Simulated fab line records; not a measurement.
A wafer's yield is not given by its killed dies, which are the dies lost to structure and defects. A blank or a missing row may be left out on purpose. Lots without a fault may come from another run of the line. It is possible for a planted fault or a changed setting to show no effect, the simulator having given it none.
What tool caused it? :: flow nand_harc :: 42 wafers from 14 lots sampled at 5 of the route's 1302 steps

== WHAT EACH GAUGE READ, for each wafer ==
NHARC_A_CHANNEL_HOLE_D2_INSPECT_40.
lot: L697
measured: day 13 21:16
on: defect_inspect-02
raw_defect_count: 331 285 484

lot: L698
measured: day 14 10:28
on: defect_inspect-02
raw_defect_count: 378 257 269

lot: L699
measured: day 14 11:21
on: defect_inspect-01
raw_defect_count: 245 283 243

lot: L706
measured: day 17 18:21
on: defect_inspect-02
raw_defect_count: 288 570 221

lot: L707
measured: day 17 22:32
on: defect_inspect-02
raw_defect_count: 233 301 282

lot: L710
measured: day 19 09:22
on: defect_inspect-01
raw_defect_count: 300 203 272

lot: L709
measured: day 19 12:02
on: defect_inspect-02
raw_defect_count: 370 246 250

lot: L712
measured: day 20 02:03
on: defect_inspect-02
raw_defect_count: 306 419 267

lot: L714
measured: day 21 00:02
on: defect_inspect-02
raw_defect_count: 270 335 389

lot: L716
measured: day 21 21:28
on: defect_inspect-02
raw_defect_count: 250 363 215

lot: L715
measured: day 22 02:03
on: defect_inspect-02
raw_defect_count: 268 228 367

lot: L717
measured: day 22 10:17
on: defect_inspect-02
raw_defect_count: 203 248 332

lot: L719
measured: day 22 16:31
on: defect_inspect-01
raw_defect_count: 405 219 283

lot: L718
measured: day 22 17:58
on: defect_inspect-01
raw_defect_count: 227 285 310

NHARC_A_CHANNEL_FILL_D2_INSPECT_13.
lot: L697
measured: day 15 22:35
on: defect_inspect-02
raw_defect_count: 327 542 284

lot: L698
measured: day 16 10:38
on: defect_inspect-02
raw_defect_count: 356 349 295

lot: L699
measured: day 16 16:03
on: defect_inspect-02
raw_defect_count: 299 242 417

lot: L706
measured: day 19 19:21
on: defect_inspect-01
raw_defect_count: 300 617 263

lot: L707
measured: day 19 23:02
on: defect_inspect-01
raw_defect_count: 272 336 325

lot: L710
measured: day 21 10:26
on: defect_inspect-01
raw_defect_count: 345 292 289

lot: L709
measured: day 21 10:26
on: defect_inspect-02
raw_defect_count: 348 243 326

lot: L712
measured: day 22 04:29
on: defect_inspect-01
raw_defect_count: 571 513 670

lot: L714
measured: day 23 07:22
on: defect_inspect-01
raw_defect_count: 309 306 404

lot: L716
measured: day 24 01:26
on: defect_inspect-01
raw_defect_count: 375 675 413

lot: L715
measured: day 24 01:27
on: defect_inspect-02
raw_defect_count: 283 221 266

lot: L717
measured: day 24 11:41
on: defect_inspect-01
raw_defect_count: 153 260 235

lot: L719
measured: day 24 22:32
on: defect_inspect-01
raw_defect_count: 533 329 294

lot: L718
measured: day 24 22:31
on: defect_inspect-02
raw_defect_count: 388 376 332

NHARC_END_SORT_01.
lot: L706
measured: day 28 20:52
on: prober-02
killed_at_array: 670 674 673
killed_at_other: 2 1 1
killed_at_periphery: 5 2 3
killed_dies: 677 677 677
killed_open: 0 1 5
killed_short: 2 1 4

lot: L707
measured: day 28 21:36
on: prober-01
killed_at_array: 665 662 668
killed_at_other: 1 2 1
killed_at_periphery: 11 13 8
killed_dies: 677 677 677
killed_open: 3 3 3
killed_short: 2 5 2

== WHAT TOOL EACH LOT RAN ON (gives the tool, then ch and the chambers of the sampled wafers, and finally the start) ==
lot: L697
NHARC_A_CHANNEL_FILL_D2_CMP_10: cmp-04 ch 0,1,3, day 15 21:58
NHARC_A_CHANNEL_FILL_D2_RTA_24: rtp_anneal-02 ch 0, day 15 22:25

lot: L698
NHARC_A_CHANNEL_FILL_D2_CMP_10: cmp-03 ch 1,2,3, day 16 10:02
NHARC_A_CHANNEL_FILL_D2_RTA_24: rtp_anneal-01 ch 0, day 16 10:26

lot: L699
NHARC_A_CHANNEL_FILL_D2_CMP_10: cmp-04 ch 0,2,3, day 16 15:29
NHARC_A_CHANNEL_FILL_D2_RTA_24: rtp_anneal-02 ch 0, day 16 15:53

lot: L706
NHARC_A_CHANNEL_FILL_D2_CMP_10: cmp-04 ch 0,1,2, day 19 18:43
NHARC_A_CHANNEL_FILL_D2_RTA_24: rtp_anneal-01 ch 0, day 19 19:10

lot: L707
NHARC_A_CHANNEL_FILL_D2_CMP_10: cmp-02 ch 0,1,2, day 19 22:22
NHARC_A_CHANNEL_FILL_D2_RTA_24: rtp_anneal-01 ch 0, day 19 22:48

lot: L710
NHARC_A_CHANNEL_FILL_D2_CMP_10: cmp-03 ch 0,2,3, day 21 09:49
NHARC_A_CHANNEL_FILL_D2_RTA_24: rtp_anneal-02 ch 0, day 21 10:14

lot: L709
NHARC_A_CHANNEL_FILL_D2_CMP_10: cmp-04 ch 0,2,3, day 21 09:53
NHARC_A_CHANNEL_FILL_D2_RTA_24: rtp_anneal-01 ch 0, day 21 10:17

lot: L712
NHARC_A_CHANNEL_FILL_D2_CMP_10: cmp-03 ch 0,2,3, day 22 03:56
NHARC_A_CHANNEL_FILL_D2_RTA_24: rtp_anneal-01 ch 0, day 22 04:18

lot: L714
NHARC_A_CHANNEL_FILL_D2_CMP_10: cmp-03 ch 0,1,3, day 23 06:45
NHARC_A_CHANNEL_FILL_D2_RTA_24: rtp_anneal-02 ch 0, day 23 07:10

lot: L716
NHARC_A_CHANNEL_FILL_D2_CMP_10: cmp-03 ch 0,1, day 24 00:49
NHARC_A_CHANNEL_FILL_D2_RTA_24: rtp_anneal-01 ch 0, day 24 01:14

lot: L715
NHARC_A_CHANNEL_FILL_D2_CMP_10: cmp-02 ch 0,1,3, day 24 00:52
NHARC_A_CHANNEL_FILL_D2_RTA_24: rtp_anneal-02 ch 0, day 24 01:19

lot: L717
NHARC_A_CHANNEL_FILL_D2_CMP_10: cmp-04 ch 0,1,3, day 24 11:04
NHARC_A_CHANNEL_FILL_D2_RTA_24: rtp_anneal-01 ch 0, day 24 11:29

lot: L719
NHARC_A_CHANNEL_FILL_D2_CMP_10: cmp-02 ch 1,3, day 24 21:55
NHARC_A_CHANNEL_FILL_D2_RTA_24: rtp_anneal-02 ch 0, day 24 22:20

lot: L718
NHARC_A_CHANNEL_FILL_D2_CMP_10: cmp-03 ch 0,2,3, day 24 21:56
NHARC_A_CHANNEL_FILL_D2_RTA_24: rtp_anneal-01 ch 0, day 24 22:23
- NHARC_A_CHANNEL_FILL_D2_CMP_10: polishes, target thk 150 nm.
- NHARC_A_CHANNEL_FILL_D2_RTA_24: time 5 s.

== WHAT THE TOOLS THEMSELVES READ (means of the sampled wafers that have a number; where no wafer has one, the mark that the record gives instead) ==
NHARC_A_CHANNEL_FILL_D2_CMP_10.
lot: L697
tool: cmp-04
edge_zone_pressure_frac: 1.002
motor_current_A (A): 12.9
slurry_flow_ml_min: 150.2
time_to_endpoint_s (s): 11.2

lot: L698
tool: cmp-03
edge_zone_pressure_frac: 0.998
motor_current_A (A): 12.4
slurry_flow_ml_min: 149.8
time_to_endpoint_s (s): 17.2

lot: L699
tool: cmp-04
edge_zone_pressure_frac: 0.997
motor_current_A (A): 12.2
slurry_flow_ml_min: 150.0
time_to_endpoint_s (s): 12.6

lot: L706
tool: cmp-04
edge_zone_pressure_frac: -
motor_current_A (A): -
slurry_flow_ml_min: -
time_to_endpoint_s (s): -

lot: L707
tool: cmp-02
edge_zone_pressure_frac: -
motor_current_A (A): -
slurry_flow_ml_min: -
time_to_endpoint_s (s): -

lot: L710
tool: cmp-03
edge_zone_pressure_frac: 1.002
motor_current_A (A): 12.5
slurry_flow_ml_min: 149.9
time_to_endpoint_s (s): 15.3

lot: L709
tool: cmp-04
edge_zone_pressure_frac: 0.996
motor_current_A (A): 11.9
slurry_flow_ml_min: 149.8
time_to_endpoint_s (s): 14.8

lot: L712
tool: cmp-03
edge_zone_pressure_frac: 0.999
motor_current_A (A): 12.2
slurry_flow_ml_min: 149.9
time_to_endpoint_s (s): 13.6

lot: L714
tool: cmp-03
edge_zone_pressure_frac: 1.004
motor_current_A (A): 12.1
slurry_flow_ml_min: 150.0
time_to_endpoint_s (s): 14.0

lot: L716
tool: cmp-03
edge_zone_pressure_frac: 1.001
motor_current_A (A): 12.8
slurry_flow_ml_min: 150.1
time_to_endpoint_s (s): 12.1

lot: L715
tool: cmp-02
edge_zone_pressure_frac: 0.994
motor_current_A (A): 12.5
slurry_flow_ml_min: 150.3
time_to_endpoint_s (s): 14.4

lot: L717
tool: cmp-04
edge_zone_pressure_frac: 1.001
motor_current_A (A): 13.4
slurry_flow_ml_min: 150.7
time_to_endpoint_s (s): 12.9

lot: L719
tool: cmp-02
edge_zone_pressure_frac: 0.996
motor_current_A (A): 11.0
slurry_flow_ml_min: 150.2
time_to_endpoint_s (s): 15.1

lot: L718
tool: cmp-03
edge_zone_pressure_frac: 0.999
motor_current_A (A): 12.6
slurry_flow_ml_min: 149.9
time_to_endpoint_s (s): 16.3

NHARC_A_CHANNEL_FILL_D2_RTA_24.
lot: L697
tool: rtp_anneal-02
lamp_power_pct (%): 34.4
wafer_temp_C_max: 1003.6

lot: L698
tool: rtp_anneal-01
lamp_power_pct (%): 31.4
wafer_temp_C_max: 1004.3

lot: L699
tool: rtp_anneal-02
lamp_power_pct (%): 34.5
wafer_temp_C_max: 1002.5

lot: L706
tool: rtp_anneal-01
lamp_power_pct (%): 31.4
wafer_temp_C_max: 1004.1

lot: L707
tool: rtp_anneal-01
lamp_power_pct (%): 31.4
wafer_temp_C_max: 1004.5

lot: L710
tool: rtp_anneal-02
lamp_power_pct (%): 34.4
wafer_temp_C_max: 1003.6

lot: L709
tool: rtp_anneal-01
lamp_power_pct (%): 31.4
wafer_temp_C_max: 1004.7

lot: L712
tool: rtp_anneal-01
lamp_power_pct (%): 31.4
wafer_temp_C_max: 1003.9

lot: L714
tool: rtp_anneal-02
lamp_power_pct (%): 34.4
wafer_temp_C_max: 1003.7

lot: L716
tool: rtp_anneal-01
lamp_power_pct (%): 31.4
wafer_temp_C_max: 1004.2

lot: L715
tool: rtp_anneal-02
lamp_power_pct (%): 34.5
wafer_temp_C_max: 1002.9

lot: L717
tool: rtp_anneal-01
lamp_power_pct (%): 31.5
wafer_temp_C_max: 1004.4

lot: L719
tool: rtp_anneal-02
lamp_power_pct (%): 34.4
wafer_temp_C_max: 1003.1

lot: L718
tool: rtp_anneal-01
lamp_power_pct (%): 31.4
wafer_temp_C_max: 1004.3

== THE ANSWER, worked out from the rows above alone ==
Rule: usual is defined by the lots themselves. The widest of any qualifying gaps counts: lots, ordered by their means at a reading, are off when they make up no more than a third of the lots, leave a main group of 4 or more, and stand apart from it by 3 or more times the standard deviation of that group's means. If all means in a main group match to the digits the tables above print for the reading, that group is not used. Also off: a lot with no number at a reading for which 4 or more lots have one. Where the step has rows for the other lots, those lots are counted as sound. First the gauges in route order, then the tools' own readings, where a lot's mean is used as printed above. The first step at which some lot is off is used, and at that step the reading that is off furthest; a lot without a number counts as furthest.
Off at NHARC_A_CHANNEL_FILL_D2_CMP_10 (edge_zone_pressure_frac): L706, L707. Without a number there: L706, L707. Mean 0.999 and standard deviation 0.0029 in the main group.
A tool fits if, at that step or a process step before it, it ran every lot that is off, and no sound lot after the first of them. No candidate that was tried fits.

== WHAT THE SIMULATOR PUT IN ==
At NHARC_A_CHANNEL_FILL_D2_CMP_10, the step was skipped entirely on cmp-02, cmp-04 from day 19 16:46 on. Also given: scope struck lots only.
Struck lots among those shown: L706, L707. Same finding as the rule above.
